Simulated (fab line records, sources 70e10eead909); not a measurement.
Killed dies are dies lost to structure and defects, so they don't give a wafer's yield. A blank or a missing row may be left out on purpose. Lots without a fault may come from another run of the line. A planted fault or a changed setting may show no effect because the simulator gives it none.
fab line records | flow nand_harc
record lots=7 wafers=21 last_day=32
route steps=1302 shown P_CONTACT@234 END@1302
lots that met no fault: from a run of the same line without faults
start_h: hours from the record's first day to the start of the lot's first wafer shown | wait_h: hours since the lot's step before | " the same as in the row above | L1.1+2: a row that stands for several wafers | - no value, or no start given | * or withheld: withheld | < > ~ a bound
route shown NAME@n: a module of which the file shows steps, and the number in the route of the first | usual: mean/standard deviation of fault-free wafers | same: alike in all rows | chamber/n: place in a boat | sites: the reading at each site | _std_site: their standard deviation | _edge_site: outer sites' mean less inner sites' | radius_mm: how far each site lies from the wafer's centre | mask NAME#n: copy n | behind: the tool/chamber that last shaped the wafer | hold: why the lot was held/for how many hours/how that ended | device: the transistor (n, p or np) that didn't switch | end of line: the same wafers' tests at the end of the route | a step without rows: its recipe alone | killed: dies lost to structure and defects at the first sort, not the wafer's yield | map: a wafer's dies, x killed, . not, _ none there
set.NAME: the setting as run; set.NAME@STEP: as run at that earlier step | model.NAME: the simulator's own value behind a step, which no gauge read
lots at some steps of the route; a table a step, a row a wafer
services: from which hour (start_h, from the record's first day; less than 0 if before it) a tool's chamber was out of use, for how many hours, and why
## steps
# step NHARC_P_CONTACT_INSPECT_14
# usual raw_defect_count=3.8/2.2
# columns lot.wafer tool chamber start_h wait_h raw_defect_count
L555.1 defect_inspect-02 - 136.29 0.0 1
L555.4 " - " " 1
L555.5 " - " " 2
L558.2 defect_inspect-02 - 175.04 0.0 5
L558.3 " - " " 2
L558.5 " - " " 6
L562.1 defect_inspect-01 - 206.11 0.0 1
L562.2 " - " " 9
L562.5 " - " " 4
L563.1 defect_inspect-02 - 221.36 0.0 4
L563.2 " - " " 4
L563.5 " - " " 5
L564.1 defect_inspect-01 - 228.48 0.0 2
L564.2 " - " " 5
L564.4 " - " " 1
L572.3 defect_inspect-01 - 307.01 0.0 4
L572.5 " - " " 8
L572.6 " - " " 5
L574.1 defect_inspect-01 - 317.93 0.0 2
L574.3 " - " " 0
L574.6 " - " " 7
# step NHARC_P_CONTACT_DESCUM_17
# recipe time_s=3 o2_flow_sccm=200 ar_flow_sccm=0 bias_power_w=0 chemistry=O2
# usual drypump_motor_current_A=6.0/0.41 oes_product_au=1.002/0.0068 rf_vpp_V=58.0/0.89 showerhead_plenum_p_Torr=1.95/0.089 throttle_valve_pct=11.311/0.0085
# columns lot.wafer tool chamber start_h wait_h drypump_motor_current_A oes_product_au rf_hours_counter_h rf_vpp_V showerhead_plenum_p_Torr throttle_valve_pct
L555.4 rie_diel-12 1 136.36 0.1 6.2 1.014 0.6 58.6 2.00 11.316
L555.1 " 2 " " 5.7 1.002 0.6 57.5 2.03 11.313
L555.5 " 0 " " 6.0 0.997 - 55.8 1.82 11.301
L558.2 rie_diel-09 3 175.11 0.1 6.1 1.006 0.5 59.1 1.90 11.309
L558.3 " 1 " " 6.4 1.004 0.4 58.3 2.03 11.304
L558.5 " 2 " " 6.3 1.013 - 58.6 2.07 11.302
L562.2 rie_diel-09 0 206.17 0.1 6.5 1.008 1.6 59.4 1.92 11.299
L562.1 " 1 " " 6.5 1.015 1.6 56.2 2.03 11.315
L562.5 " 1 " " 6.4 1.013 - 58.9 2.03 11.306
L563.1 rie_diel-09 2 221.42 0.1 6.3 1.000 2.0 57.5 2.07 11.322
L563.2 " 3 " " 6.1 0.996 2.2 57.6 1.90 11.320
L563.5 " 3 " " 6.0 1.005 - 57.8 1.90 11.303
L564.1 rie_diel-09 1 228.56 0.1 6.4 0.989 2.9 59.5 2.03 11.313
L564.2 " 2 " " 6.3 0.993 2.6 58.0 2.07 11.317
L564.4 " 1 " " 6.4 0.996 - 57.5 2.03 11.324
L572.3 rie_diel-09 1 307.09 0.1 6.4 1.003 5.8 57.8 2.03 11.309
L572.6 " 2 " " 6.3 0.997 - 59.3 2.07 11.322
L572.5 " 3 " " 6.0 1.018 - 59.2 1.90 11.319
L574.1 rie_diel-10 0 317.99 0.1 6.2 0.998 2.5 57.8 2.01 11.304
L574.3 " 2 " " 5.3 1.005 2.6 57.5 1.82 11.300
L574.6 " 0 " " 6.2 0.998 - 57.8 2.01 11.314
# step NHARC_P_CONTACT_ETCH_35
# recipe target_depth_a=390 over_etch_frac=0.3 time_s=65 ion_energy_ev=80 cf4_flow_sccm=150 ar_flow_sccm=0 rf_w=300 bias_w=100 chemistry=CF4
# usual drypump_motor_current_A=6.0/0.42 oes_product_au=1.002/0.0068 rf_vpp_V=151.5/1.2 showerhead_plenum_p_Torr=1.80/0.077 throttle_valve_pct=13.284/0.0087
# columns lot.wafer tool chamber start_h wait_h drypump_motor_current_A oes_product_au rf_hours_counter_h rf_vpp_V showerhead_plenum_p_Torr throttle_valve_pct
L555.1 rie_diel-12 1 136.45 0.1 6.2 1.009 0.6 153.0 1.84 13.277
L555.4 " 2 " " 5.8 1.012 0.6 152.5 1.87 13.273
L555.5 " 3 " " 5.9 1.001 - 150.1 1.72 13.280
L558.2 rie_diel-09 3 175.19 0.1 6.0 1.005 0.5 151.8 1.76 13.283
L558.3 " 0 " " 6.5 0.987 0.5 150.1 1.78 13.278
L558.5 " 2 " " 6.2 0.995 - 152.2 1.90 13.265
L562.1 rie_diel-09 1 206.26 0.1 6.4 1.004 1.6 152.8 1.87 13.294
L562.2 " 3 " " 6.0 0.994 1.5 150.9 1.76 13.281
L562.5 " 1 " " 6.4 1.006 - 153.2 1.87 13.277
L563.1 rie_diel-09 2 221.52 0.1 6.3 0.999 2.0 153.0 1.90 13.300
L563.2 " 1 " " 6.4 1.002 2.3 151.7 1.87 13.281
L563.5 " 2 " " 6.3 1.004 - 152.5 1.90 13.278
L564.2 rie_diel-09 3 228.65 0.1 6.0 0.999 2.8 152.5 1.76 13.280
L564.1 " 2 " " 6.3 0.996 2.6 154.1 1.90 13.281
L564.4 " 3 " " 6.0 1.009 - 151.8 1.76 13.288
L572.3 rie_diel-09 3 307.16 0.1 6.0 1.016 5.8 150.7 1.76 13.275
L572.5 " 1 " " 6.4 0.999 - 152.0 1.87 13.283
L572.6 " 2 " " 6.3 1.003 - 153.4 1.90 13.296
L574.3 rie_diel-10 3 318.08 0.1 4.7 0.995 2.3 150.5 1.68 13.288
L574.1 " 2 " " 5.3 1.012 2.6 150.2 1.68 13.290
L574.6 " 3 " " 4.7 0.993 - 148.0 1.68 13.282
# step NHARC_P_CONTACT_ETCH_36
# recipe target_depth_a=2600 over_etch_frac=0.25 time_s=406.25 ion_energy_ev=200 n2_flow_sccm=150 h2_flow_sccm=150 ar_flow_sccm=0 rf_w=400 bias_w=150 chemistry=N2/H2
# usual drypump_motor_current_A=6.0/0.42 n2_flow_sccm=150.0/0.44 oes_product_au=1.001/0.0072 rf_vpp_V=431.6/2.7 showerhead_plenum_p_Torr=2.08/0.097 throttle_valve_pct=14.171/0.0088
# columns lot.wafer tool chamber start_h wait_h drypump_motor_current_A n2_flow_sccm oes_product_au rf_hours_counter_h rf_vpp_V showerhead_plenum_p_Torr throttle_valve_pct
L555.1 rie_diel-12 3 - - 5.9 150.1 1.015 0.5 426.7 1.97 14.165
L555.4 " 0 " " 6.0 149.8 0.997 0.6 428.0 1.94 14.163
L555.5 " 1 " " 6.2 150.2 1.001 - 433.4 2.13 14.174
L558.2 rie_diel-09 0 - - 6.5 149.5 0.995 0.5 430.3 2.05 14.182
L558.3 " 1 " " 6.4 149.9 0.990 0.5 434.3 2.17 14.177
L558.5 " 3 " " 6.0 149.5 0.995 - 429.6 2.03 14.163
L562.1 rie_diel-09 1 - - 6.4 150.0 0.997 1.6 434.2 2.17 14.171
L562.2 " 2 " " 6.3 149.7 1.000 1.4 435.3 2.21 14.171
L562.5 " 3 " " 6.0 149.8 0.994 - 430.2 2.03 14.156
L563.2 rie_diel-09 2 - - 6.3 149.6 0.995 2.1 433.6 2.21 14.174
L563.1 " 3 " " 6.1 149.9 0.991 2.3 430.2 2.03 14.171
L563.5 " 1 " " 6.4 149.5 0.982 - 435.3 2.17 14.175
L564.1 rie_diel-09 3 - - 6.0 149.9 0.995 2.9 429.3 2.03 14.171
L564.2 " 1 " " 6.4 149.3 0.984 2.9 433.7 2.17 14.181
L564.4 " 2 " " 6.3 150.0 1.005 - 436.3 2.21 14.174
L572.3 rie_diel-09 1 - - 6.4 149.2 0.998 5.9 435.0 2.17 14.190
L572.5 " 2 " " 6.3 150.2 0.989 - 435.2 2.21 14.165
L572.6 " 3 " " 6.0 149.6 0.999 - 430.5 2.02 14.156
L574.3 rie_diel-10 2 - - 5.3 149.4 1.012 2.7 427.8 1.93 14.172
L574.1 " 0 " " 6.2 150.0 0.996 2.6 432.8 2.14 14.166
L574.6 " 2 " " 5.3 150.7 1.005 - 426.9 1.93 14.176
# step NHARC_P_CONTACT_ETCH_18
# recipe target_depth_a=4810 time_s=240.5 c4f8_flow_sccm=20 o2_flow_sccm=10 ar_flow_sccm=withheld rf_w=600 bias_w=1500 chemistry=C4F8/O2/Ar
# step NHARC_P_CONTACT_STRIP_37
# recipe c4f8_flow_sccm=withheld o2_flow_sccm=8 ar_flow_sccm=withheld bias_w=0 chemistry=C4F8/O2/Ar
# step NHARC_P_CONTACT_ETCH_31
# recipe target_depth_a=300 time_s=85.7 ion_energy_ev=120 over_etch_frac=1 ch3f_flow_sccm=50 o2_flow_sccm=30 ar_flow_sccm=200 rf_w=500 bias_w=100 chemistry=CH3F/O2
# step NHARC_P_CONTACT_CD_MEAS_19
# usual cd_nm=89.9/1
# columns lot.wafer tool chamber start_h wait_h cd_nm
L555.1 cd_sem-03 - 137.22 - 90.8
L555.4 " - " " 90.4
L555.5 " - " " 89.7
L558.2 cd_sem-02 - 175.98 - 90.1
L558.3 " - " " 88.5
L558.5 " - " " 89.9
L562.1 cd_sem-02 - 207.04 - 90.5
L562.2 " - " " 89.8
L562.5 " - " " 91.1
L563.1 cd_sem-03 - 222.45 - 91.7
L563.2 " - " " 91.8
L563.5 " - " " 90.8
L564.1 cd_sem-03 - 229.56 - 91.1
L564.2 " - " " 90.4
L564.4 " - " " 91.0
L572.3 cd_sem-02 - 307.94 - 88.9
L572.5 " - " " 89.8
L572.6 " - " " 89.8
L574.1 cd_sem-02 - 318.86 - 90.1
L574.3 " - " " 88.3
L574.6 " - " " 88.2
# step NHARC_P_CONTACT_STRIP_28
# recipe o2_flow_sccm=500 ar_flow_sccm=0 bias_w=0 chemistry=O2
# usual drypump_motor_current_A=5.9/0.48 oes_product_au=1.002/0.0063 rf_vpp_V=57.8/0.96 showerhead_plenum_p_Torr=3.55/0.16 throttle_valve_pct=17.037/0.0092
# columns lot.wafer tool chamber start_h wait_h drypump_motor_current_A oes_product_au rf_hours_counter_h rf_vpp_V showerhead_plenum_p_Torr throttle_valve_pct
L555.4 rie_diel-09 1 137.31 0.1 6.4 1.014 5.3 57.8 3.74 17.044
L555.1 " 2 " " 6.2 1.001 3.9 58.9 3.80 17.032
L555.5 " 0 " " 6.5 1.007 - 59.1 3.54 17.041
L558.2 rie_diel-09 1 176.05 0.1 6.4 1.008 0.7 58.6 3.74 17.036
L558.3 " 3 " " 6.0 1.002 0.8 58.0 3.51 17.044
L558.5 " 1 " " 6.4 0.996 - 58.0 3.74 17.040
L562.1 rie_diel-10 1 207.12 0.1 5.9 0.991 7.1 57.4 3.49 17.030
L562.2 " 3 " " 4.7 1.003 7.3 59.5 3.35 17.023
L562.5 " 1 " " 6.0 0.996 - 58.1 3.49 17.036
L563.2 rie_diel-10 2 222.53 0.1 5.3 1.005 6.1 55.2 3.36 17.021
L563.1 " 0 " " 6.2 0.998 8.4 57.4 3.69 17.031
L563.5 " 2 " " 5.3 1.007 - 58.0 3.36 17.033
L564.2 rie_diel-12 1 229.64 0.1 6.2 0.999 3.8 59.3 3.67 17.035
L564.4 " 3 " " 5.9 0.998 2.7 57.5 3.42 17.035
L564.1 " 0 " " 6.0 0.990 3.5 59.1 3.37 17.008
L572.3 rie_diel-10 1 308.03 0.1 5.9 0.998 2.6 57.8 3.48 17.039
L572.5 " 0 " " 6.2 1.001 - 57.9 3.69 17.040
L572.6 " 1 " " 5.9 1.006 - 58.1 3.48 17.036
L574.3 rie_diel-10 3 318.93 0.1 4.7 0.996 2.7 55.3 3.35 17.050
L574.1 " 1 " " 6.0 1.001 3.1 57.0 3.48 17.036
L574.6 " 3 " " 4.7 0.997 - 59.9 3.35 17.037
# step NHARC_P_CONTACT_STRIP_29
# recipe time_s=1200 temp_c=72.5 chemistry=post_etch_residue_remover
# step NHARC_P_CONTACT_DEGAS_38
# recipe temp_c=300 time_s=60
# usual heater_power_w=456/48
# columns lot.wafer tool chamber start_h wait_h heater_power_w
L555.1 pvd_sputter-02 - 137.94 - 456
L555.4 " - " " 363
L555.5 " - " " 464
L558.3 pvd_sputter-02 - 176.68 - 458
L558.2 " - " " 360
L558.5 " - " " 466
L562.2 pvd_sputter-02 - 207.75 - 516
L562.1 " - " " 460
L562.5 " - " " 446
L563.2 pvd_sputter-02 - 223.17 - 369
L563.1 " - " " 512
L563.5 " - " " 455
L564.2 pvd_sputter-03 - 230.28 - 430
L564.4 " - " " 418
L564.1 " - " " 458
L572.3 pvd_sputter-02 - 308.65 - 393
L572.6 " - " " 392
L572.5 " - " " 453
L574.3 pvd_sputter-02 - 319.58 - 385
L574.1 " - " " 537
L574.6 " - " " 455
# step NHARC_P_CONTACT_PRE_CLEAN_39
# recipe time_s=19.5 bias_v=250 gas=Ar
# step NHARC_P_CONTACT_PVD_32
# recipe target_thk_a=50 chamber_pressure_pa=5 power_w=5000 substrate_temp_c=200 time_s=17.7 material=Ti
# usual throttle_valve_pct=30.4/1.2
# columns lot.wafer tool chamber start_h wait_h throttle_valve_pct
L555.4 pvd_sputter-02 - 138.08 - 28.6
L555.1 " - " " 30.8
L555.5 " - " " 29.5
L558.3 pvd_sputter-02 - 176.81 - 28.7
L558.2 " - " " 29.5
L558.5 " - " " 28.9
L562.2 pvd_sputter-02 - 207.89 - 31.0
L562.1 " - " " 28.9
L562.5 " - " " 28.3
L562.2 pvd_sputter-02 - 208.15 - 30.8
L562.1 " - " " 29.0
L562.5 " - " " 28.7
L563.1 pvd_sputter-02 - 223.29 - 28.7
L563.2 " - " " 28.4
L563.5 " - " " 29.0
L563.1 pvd_sputter-02 - 223.55 - 29.0
L563.2 " - " " 28.6
L563.5 " - " " 28.8
L564.1 pvd_sputter-03 - 230.39 - 31.2
L564.4 " - " " 30.4
L564.2 " - " " 29.5
L572.3 pvd_sputter-02 - 308.79 - 30.7
L572.5 " - " " 32.1
L572.6 " - " " 30.5
L572.3 pvd_sputter-02 - 309.04 - 31.0
L572.5 " - " " 32.1
L572.6 " - " " 30.6
L574.1 pvd_sputter-02 - 319.69 - 30.7
L574.3 " - " " 30.0
L574.6 " - " " 30.0
# step NHARC_P_CONTACT_ALD_22
# recipe target_thk_a=30 pulse_time_s=1 ald_cycles=150 temp_c=450 material=TiN
# step NHARC_END_SORT_01
# recipe temp_c=25
# usual killed_at_array=56/21 killed_at_other=1.2/1.6 killed_at_periphery=3.7/2.5 killed_dies=61/21 killed_open=3.1/1.8 killed_short=2.8/1.7
# same gross_dies=677
# columns lot.wafer tool chamber start_h wait_h killed_at_array killed_at_other killed_at_periphery killed_dies killed_open killed_short
L558.2 prober-01 0 621.08 2.8 47 1 3 51 2 0
L558.3 prober-01 0 621.89 3.1 72 0 4 76 3 2
L558.5 prober-01 0 623.51 3.7 81 0 7 88 4 5
L563.5 prober-01 0 663.67 3.7 28 2 6 36 5 3
# killed by level:class
L558.2 A_CHANNEL_HOLE_D1:chamber_film_flake=21 A_SLIT:chamber_film_flake=15 A_CHANNEL_HOLE_D2:chamber_film_flake=6 P_M2:chamber_film_flake=2 A_CHANNEL_FILL_D1:geometric_particle:open=1 A_BLC:geometric_particle:open=1 P_STI:chamber_film_flake=1 A_DECK1_JOINT:chamber_film_flake=1
L558.3 A_CHANNEL_HOLE_D1:chamber_film_flake=35 A_SLIT:chamber_film_flake=23 A_CHANNEL_HOLE_D2:chamber_film_flake=9 P_GATE:geometric_particle:open=1 P_M1:geometric_particle:open=1 P_M1:geometric_particle:short=1 A_ONON_D1:geometric_particle:short=1 A_DECK1_JOINT:geometric_particle:open=1
L558.5 A_CHANNEL_HOLE_D1:chamber_film_flake=31 A_SLIT:chamber_film_flake=29 A_CHANNEL_HOLE_D2:chamber_film_flake=7 P_ZERO_WELL:chamber_film_flake=3 A_M0:geometric_particle:open=2 P_M2:chamber_film_flake=2 A_DECK1_JOINT:chamber_film_flake=2 A_STAIRCASE:chamber_film_flake=2
L563.5 A_CHANNEL_HOLE_D2:chamber_film_flake=18 P_GATE:chamber_film_flake=3 A_CHANNEL_HOLE_D1:chamber_film_flake=3 P_CONTACT:geometric_particle:open=2 A_DECK1_JOINT:geometric_particle:short=2 THIN_TSV:chamber_film_flake=2 P_STI:geometric_particle:open=1 A_WL_FILL:geometric_particle:short=1
## services
# columns tool chamber start_h hours kind
pvd_sputter-03 - 119.39 3.3 repair
rie_diel-09 0 122.10 - clean
rie_diel-09 1 122.10 - clean
rie_diel-09 2 122.10 - clean
rie_diel-10 2 131.49 5.3 repair
rie_diel-12 3 138.88 10.1 repair
rie_diel-09 - 143.10 9.0 pm
pvd_sputter-02 - 145.49 0.6 repair
rie_diel-12 - 161.15 1.8 repair
rie_diel-10 1 167.67 4.5 repair
pvd_sputter-03 - 170.04 10.0 pm
rie_diel-10 1 174.66 4.0 repair
rie_diel-12 0 196.71 1.3 repair
rie_diel-09 0 217.26 57.8 repair
rie_diel-10 - 242.50 9.0 pm
rie_diel-12 2 248.77 4.9 repair
rie_diel-12 - 268.40 9.0 pm
rie_diel-09 2 271.92 3.1 repair
rie_diel-12 - 277.78 0.8 repair
pvd_sputter-02 - 282.00 10.0 pm
rie_diel-12 - 282.43 0.5 repair
rie_diel-09 3 285.98 3.9 repair
pvd_sputter-02 - 296.03 3.5 repair
pvd_sputter-03 - 297.02 1.9 repair
## key
first_sign step=NHARC_P_CONTACT_PVD_32 reading=visit direction=added
effect none on later readings
met_at NHARC_P_CONTACT_PVD_32
struck_wafers L562.1,L562.2,L562.5,L563.1,L563.2,L563.5,L572.3,L572.5,L572.6
tester_left_out L562,L563,L572
fault kind=repeated_step_whole tool=pvd_sputter-01,pvd_sputter-02,pvd_sputter-03 chamber=- onset_h=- steps=NHARC_P_CONTACT_PVD_32 times=1 scope=struck_lots_only
# tester_left_out: of these lots the tester's yield and bins aren't shown, on N5 and GAA mostly nor the transistor test; their killed dies are dies lost to structure and defects alone, not to doping, threshold or leakage, so they don't give the yield
